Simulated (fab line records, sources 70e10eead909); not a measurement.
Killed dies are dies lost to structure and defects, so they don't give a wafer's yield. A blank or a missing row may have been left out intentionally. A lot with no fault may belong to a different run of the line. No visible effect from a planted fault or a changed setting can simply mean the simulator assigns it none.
Matching of chambers :: flow nandHarc :: 4 sister chambers for NHARC_A_CHANNEL_FILL_D1_ALD_02 on aldHk-01
The step deposits SiO2, target thk 6 nm, pulse time 10 s, ald cycles 60. 4 wafers are shown with their chamber, then 7 later ones without.

WAFERS, EACH WITH ITS CHAMBER
wafer: L087.1
chamber: 0
heaterPowerW (W): 444

wafer: L087.3
chamber: 2
heaterPowerW (W): 470

wafer: L087.4
chamber: 1
heaterPowerW (W): 437

wafer: L087.5
chamber: 3
heaterPowerW (W): 527

WAFERS WHOSE CHAMBER IS MISSING
wafer: L087.6
heaterPowerW (W): 456

wafer: L092.3
heaterPowerW (W): 436

wafer: L092.5
heaterPowerW (W): 467

wafer: L092.6
heaterPowerW (W): 433

wafer: L096.2
heaterPowerW (W): 437

wafer: L096.4
heaterPowerW (W): 441

wafer: L096.5
heaterPowerW (W): 467

WHICH CHAMBER EACH ONE RAN IN
wafer: L087.6
from the rows above: can't be placed: 0 or 2 or 1
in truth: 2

wafer: L092.3
from the rows above: can't be placed: 1 or 0
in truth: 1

wafer: L092.5
from the rows above: 2
in truth: 2

wafer: L092.6
from the rows above: can't be placed: 1 or 0
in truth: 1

wafer: L096.2
from the rows above: can't be placed: 1 or 0
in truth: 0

wafer: L096.4
from the rows above: can't be placed: 0 or 1
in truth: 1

wafer: L096.5
from the rows above: 2
in truth: 2
Correctly placed: 2 of 7. From these rows, 5 cannot be placed; in 5 the true chamber is one of the candidates. Wrongly placed: 0.
How it was worked out, from the rows above alone: a wafer's distance from a chamber is the root of the sum, over the readings, of the square of ((its reading less the chamber's mean) divided by the reading's scatter). The wafer belongs to the nearest chamber; if the next one is less than 2 further off, it can't be placed. A chamber's mean is the mean of its shown wafers. The scatter: root of mean squared gap, hidden wafer to nearest shown wafer, with one shown wafer a chamber.
